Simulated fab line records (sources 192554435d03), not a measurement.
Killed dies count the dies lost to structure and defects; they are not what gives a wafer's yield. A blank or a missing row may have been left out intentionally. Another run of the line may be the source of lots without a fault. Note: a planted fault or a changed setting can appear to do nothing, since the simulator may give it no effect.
Matching of chambers -- flow n5_finfet -- N5_BEOL_M6_ILD_DEP_00 on pecvd-01 has 3 sister chambers
The step deposits SiCOH lowk from DEMS/porogen, target thk 179.75 nm, time 33.4 s. 3 wafers are shown with their chamber, then 11 later ones without.

WAFERS PAIRED WITH THEIR CHAMBERS
wafer,chamber,throttle_valve_pct (%)
L085.5,2,13.1
L085.6,0,13.8
L090.2,1,15.7

WAFERS WHOSE CHAMBER IS MISSING
wafer,throttle_valve_pct (%)
L090.3,14.0
L090.5,13.8
L088.1,13.8
L088.3,16.0
L088.4,15.7
L093.3,13.6
L093.4,16.0
L093.6,13.2
L094.1,14.0
L094.5,13.8
L094.6,15.7

EACH ONE'S CHAMBER
wafer,from the rows above,in truth
L090.3,0,0
L090.5,0,0
L088.1,0,0
L088.3,1,1
L088.4,1,1
L093.3,can't be placed: 0 or 2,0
L093.4,1,1
L093.6,2,2
L094.1,0,0
L094.5,0,0
L094.6,1,1
10 of 11 placed correctly. Unplaceable from these rows: 1, with the true chamber sitting among the candidates in 1. 0 placed wrongly.
How it was worked out, from the rows above alone: a wafer's distance from a chamber is the root of the sum, over the readings, of the square of ((its reading less the chamber's mean) divided by the reading's scatter). If the next closest chamber is less than 2 further off than the closest, the wafer can't be placed; otherwise it belongs to the closest. Each chamber's mean is taken over the wafers shown for it. The scatter: root of mean squared gap, hidden wafer to nearest shown wafer, with one shown wafer a chamber.
